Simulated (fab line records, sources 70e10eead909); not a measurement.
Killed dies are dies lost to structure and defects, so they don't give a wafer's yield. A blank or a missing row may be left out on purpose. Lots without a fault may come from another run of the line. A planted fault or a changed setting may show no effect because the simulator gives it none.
Chamber matching | flow nand_harc | NHARC_A_STAIRCASE_TRIM_20 on rie_diel-13: 4 sister chambers
The step chemistry O2, time 211.2 s. 4 wafers are shown with their chamber, then 8 later ones without.

WAFERS WITH THEIR CHAMBER
wafer  | chamber | showerhead_plenum_p_Torr (Torr)
L084.3 | 2       | 3.79
L084.4 | 1       | 3.66
L084.6 | 0       | 3.36
L085.3 | 3       | 3.34

WAFERS WITHOUT THEIR CHAMBER
wafer  | showerhead_plenum_p_Torr (Torr)
L085.5 | 3.36
L085.6 | 3.66
L086.2 | 3.34
L086.4 | 3.35
L086.6 | 3.79
L093.1 | 3.33
L093.2 | 3.78
L093.4 | 3.64

WHICH CHAMBER EACH WENT THROUGH
wafer  | from the rows above     | in truth
L085.5 | 0                       | 0
L085.6 | 1                       | 1
L086.2 | 3                       | 3
L086.4 | can't be placed: 0 or 3 | 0
L086.6 | 2                       | 2
L093.1 | 3                       | 3
L093.2 | 2                       | 2
L093.4 | 1                       | 1
Placed correctly: 7 of 8. Can't be placed from these rows: 1 (the true chamber is among the candidates in 1). Placed wrongly: 0.
How it was worked out, from the rows above alone: a wafer's distance from a chamber is the root of the sum, over the readings, of the square of ((its reading less the chamber's mean) divided by the reading's scatter). The wafer belongs to the nearest chamber; if the next one is less than 2 further off, it can't be placed. A chamber's mean is the mean of its shown wafers. The scatter: with one shown wafer a chamber, the root of the mean of the squares of how far each hidden wafer lies from its nearest shown one.
